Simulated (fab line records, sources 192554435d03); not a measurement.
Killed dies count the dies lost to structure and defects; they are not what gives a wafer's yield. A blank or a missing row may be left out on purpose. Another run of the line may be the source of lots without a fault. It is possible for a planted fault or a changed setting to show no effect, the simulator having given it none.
Split-lot experiment | flow n5 finfet | 7 lots, 21 wafers read, on a route of 1938 steps

SPLIT DETAILS
At N5_MOL_CONTACT_COAG_ETCH_124 (etches SiNx in CH3F/O2, stops on SiOC, target depth 6.5 nm), the setting bias w was moved away from the recipe's 73 W on 5 of the 21 wafers read, by -15.3% to +10.3%. The other wafers ran this setting at the recipe's value.

The reading comes from the split's own step.

THE READING
rf vpp V, in V, at N5_MOL_CONTACT_COAG_ETCH_124 (etches SiNx in CH3F/O2, stops on SiOC, target depth 6.5 nm). A value of 294 V with a standard deviation of 4.6 V is what fault-free wafers of this fab line usually give.

wafer  | tool, chamber at the split | bias w as run, W | against the recipe | rf vpp V, V | against lot-mates on the recipe
L075.1 | rie diel-05, 1             | 73               | recipe             | 301         | -
L075.2 | rie diel-05, 0             | 73               | recipe             | 292         | -
L075.5 | rie diel-05, 3             | 73               | recipe             | 295         | -
L080.1 | rie diel-06, 3             | 73               | recipe             | 294         | -
L080.3 | rie diel-06, 2             | 77.55            | +6.2%              | 304         | +12
L080.4 | rie diel-06, 1             | 73               | recipe             | 291         | -
L086.2 | rie diel-05, 0             | 61.81            | -15.3%             | 254         | -49
L086.3 | rie diel-05, 2             | 73               | recipe             | 303         | -
L086.4 | rie diel-05, 2             | 61.81            | -15.3%             | 266         | -37
L087.1 | rie diel-02, 1             | 73               | recipe             | 293         | -
L087.3 | rie diel-02, 2             | 73               | recipe             | 289         | -
L087.5 | rie diel-02, 2             | 73               | recipe             | 287         | -
L093.1 | rie diel-02, 2             | 80.53            | +10.3%             | 310         | +11
L093.4 | rie diel-02, 3             | 73               | recipe             | 299         | -
L093.6 | rie diel-02, 1             | 80.53            | +10.3%             | 317         | +18
L095.1 | rie diel-06, 2             | 73               | recipe             | 289         | -
L095.4 | rie diel-06, 1             | 73               | recipe             | 296         | -
L095.6 | rie diel-06, 3             | 73               | recipe             | 293         | -
L097.1 | rie diel-05, 2             | 73               | recipe             | 303         | -
L097.4 | rie diel-05, 0             | 73               | recipe             | 290         | -
L097.5 | rie diel-05, 0             | 73               | recipe             | 290         | -

FIT RESULTS
A straight line over all 21 wafers: rf vpp V changes by +2.09 V for each +1% of bias w; r = +0.93; the points scatter about the line by 5.2 V.
The same after taking each lot's own level away (the mean of its wafers on the recipe; 21 wafers): +2.33 V for each +1%; r = +0.94; scatter 5.3 V.
Per that fit: largest bias w move, reading shift of 36 V.
Across the lots, their own levels run from 289.7 to 303.0 V, a range of 2.9 times the standard deviation given above.
Thus the slope moves with the lot-to-lot level: the two fits are different.
Check: for one of the wafers moved furthest among these (-15.3%), held out of the fit, the line's prediction against its lot-mates is -30.8 V. Against them it came out at -49 V.
Tool readings at the split's step, against how far the setting was moved: rf vpp V r = +0.93.

FURTHER SPLITS ON THESE WAFERS
These wafers also went through other splits before the reading. Each is held against what the fit with the lots' levels taken away leaves over:
other split on the same wafers                  | wafers away from the commonest value | r with rf vpp V (lot level and that fit taken away)
N5_SD_EPI_P_EPI_21 epi growth time s            | 8                                    | +0.13
N5_SDB_CUT_ETCH_26 icp w                        | 8                                    | -0.16
N5_MOL_CONTACT_COAG_SPUTTER_143 target thk a    | 6                                    | -0.45
N5_MOL_CONTACT_COAG_ETCHBACK_136 target depth a | 7                                    | -0.10

THE FILE'S OWN FIT
rf vpp V changes by +2.31 V for each +1% of bias w, r = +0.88.
